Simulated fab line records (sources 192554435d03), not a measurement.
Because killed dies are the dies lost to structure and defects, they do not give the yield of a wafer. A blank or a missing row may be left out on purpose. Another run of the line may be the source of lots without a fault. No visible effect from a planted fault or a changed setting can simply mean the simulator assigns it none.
Chamber matching :: flow n5_finfet :: N5_BEOL_M10_ILD_DEP_00 on pecvd-03 has 3 sister chambers
The step deposits SiCOH lowk from DEMS/porogen, target thk 308.51 nm, time 58 s. 18 wafers are shown with their chamber, then 9 later ones without.

== WAFERS WITH THEIR CHAMBER ==
wafer: L074.2
chamber: 1
throttle_valve_pct (%): 14.0
heater_power_w (W): 426
showerhead_plenum_p_Torr (Torr): 5.753

wafer: L074.4
chamber: 0
throttle_valve_pct (%): 13.4
heater_power_w (W): 433
showerhead_plenum_p_Torr (Torr): 5.757

wafer: L074.5
chamber: 2
throttle_valve_pct (%): 12.1
heater_power_w (W): 294
showerhead_plenum_p_Torr (Torr): 5.752

wafer: L075.1
chamber: 2
throttle_valve_pct (%): 12.1
heater_power_w (W): 321
showerhead_plenum_p_Torr (Torr): 5.747

wafer: L075.3
chamber: 0
throttle_valve_pct (%): 13.3
heater_power_w (W): 392
showerhead_plenum_p_Torr (Torr): 5.752

wafer: L075.5
chamber: 2
throttle_valve_pct (%): 11.9
heater_power_w (W): 325
showerhead_plenum_p_Torr (Torr): 5.758

wafer: L081.2
chamber: 2
throttle_valve_pct (%): 11.9
heater_power_w (W): 328
showerhead_plenum_p_Torr (Torr): 5.744

wafer: L081.3
chamber: 0
throttle_valve_pct (%): 13.2
heater_power_w (W): 402
showerhead_plenum_p_Torr (Torr): 5.752

wafer: L081.5
chamber: 0
throttle_valve_pct (%): 13.5
heater_power_w (W): 416
showerhead_plenum_p_Torr (Torr): 5.753

wafer: L082.2
chamber: 0
throttle_valve_pct (%): 13.4
heater_power_w (W): 416
showerhead_plenum_p_Torr (Torr): 5.761

wafer: L082.5
chamber: 2
throttle_valve_pct (%): 12.1
heater_power_w (W): 298
showerhead_plenum_p_Torr (Torr): 5.729

wafer: L082.6
chamber: 1
throttle_valve_pct (%): 13.8
heater_power_w (W): 422
showerhead_plenum_p_Torr (Torr): 5.752

wafer: L086.4
chamber: 1
throttle_valve_pct (%): 13.9
heater_power_w (W): 342
showerhead_plenum_p_Torr (Torr): 5.751

wafer: L086.5
chamber: 0
throttle_valve_pct (%): 13.6
heater_power_w (W): 448
showerhead_plenum_p_Torr (Torr): 5.764

wafer: L086.6
chamber: 2
throttle_valve_pct (%): 11.9
heater_power_w (W): 279
showerhead_plenum_p_Torr (Torr): 5.752

wafer: L088.2
chamber: 1
throttle_valve_pct (%): 14.0
heater_power_w (W): 397
showerhead_plenum_p_Torr (Torr): 5.754

wafer: L088.3
chamber: 2
throttle_valve_pct (%): 11.9
heater_power_w (W): 261
showerhead_plenum_p_Torr (Torr): 5.764

wafer: L088.6
chamber: 1
throttle_valve_pct (%): 13.9
heater_power_w (W): 398
showerhead_plenum_p_Torr (Torr): 5.741

SIGNATURES (means of the wafers above)
reading: throttle_valve_pct
chamber 0: 13.400
chamber 1: 13.920
chamber 2: 11.986
scatter within a chamber: 0.114

reading: heater_power_w
chamber 0: 417.83
chamber 1: 397.00
chamber 2: 300.86
scatter within a chamber: 26.3

reading: showerhead_plenum_p_Torr
chamber 0: 5.75650
chamber 1: 5.75020
chamber 2: 5.74943
scatter within a chamber: 0.00813
Rule: for each reading, subtract the chamber's mean from the wafer's reading, divide by that reading's scatter and square the result; add these up over the readings and take the root, which gives the wafer's distance from the chamber. The wafer belongs to the nearest chamber; if the next one is less than 2 further off, it can't be placed. The scatter is the square root of a quotient: the sum, over the shown wafers, of each reading's squared deviation from its chamber's mean, divided by wafers minus chambers.

== WAFERS WITHOUT THEIR CHAMBER ==
wafer: L087.1
throttle_valve_pct (%): 13.8
heater_power_w (W): 356
showerhead_plenum_p_Torr (Torr): 5.749

wafer: L087.3
throttle_valve_pct (%): 12.2
heater_power_w (W): 308
showerhead_plenum_p_Torr (Torr): 5.740

wafer: L087.5
throttle_valve_pct (%): 13.5
heater_power_w (W): 477
showerhead_plenum_p_Torr (Torr): 5.750

wafer: L090.1
throttle_valve_pct (%): 13.4
heater_power_w (W): 428
showerhead_plenum_p_Torr (Torr): 5.760

wafer: L090.4
throttle_valve_pct (%): 13.3
heater_power_w (W): 442
showerhead_plenum_p_Torr (Torr): 5.754

wafer: L090.6
throttle_valve_pct (%): 13.9
heater_power_w (W): 437
showerhead_plenum_p_Torr (Torr): 5.761

wafer: L097.1
throttle_valve_pct (%): 12.0
heater_power_w (W): 319
showerhead_plenum_p_Torr (Torr): 5.752

wafer: L097.2
throttle_valve_pct (%): 13.4
heater_power_w (W): 379
showerhead_plenum_p_Torr (Torr): 5.764

wafer: L097.5
throttle_valve_pct (%): 13.8
heater_power_w (W): 419
showerhead_plenum_p_Torr (Torr): 5.744

== THE CHAMBER EACH PASSED THROUGH ==
wafer: L087.1
from the rows above: 1
in truth: 1

wafer: L087.3
from the rows above: 2
in truth: 2

wafer: L087.5
from the rows above: 0
in truth: 0

wafer: L090.1
from the rows above: 0
in truth: 0

wafer: L090.4
from the rows above: 0
in truth: 0

wafer: L090.6
from the rows above: 1
in truth: 1

wafer: L097.1
from the rows above: 2
in truth: 2

wafer: L097.2
from the rows above: 0
in truth: 0

wafer: L097.5
from the rows above: 1
in truth: 1
Correctly placed: 9 of 9. From these rows, 0 cannot be placed. Wrongly placed: 0.
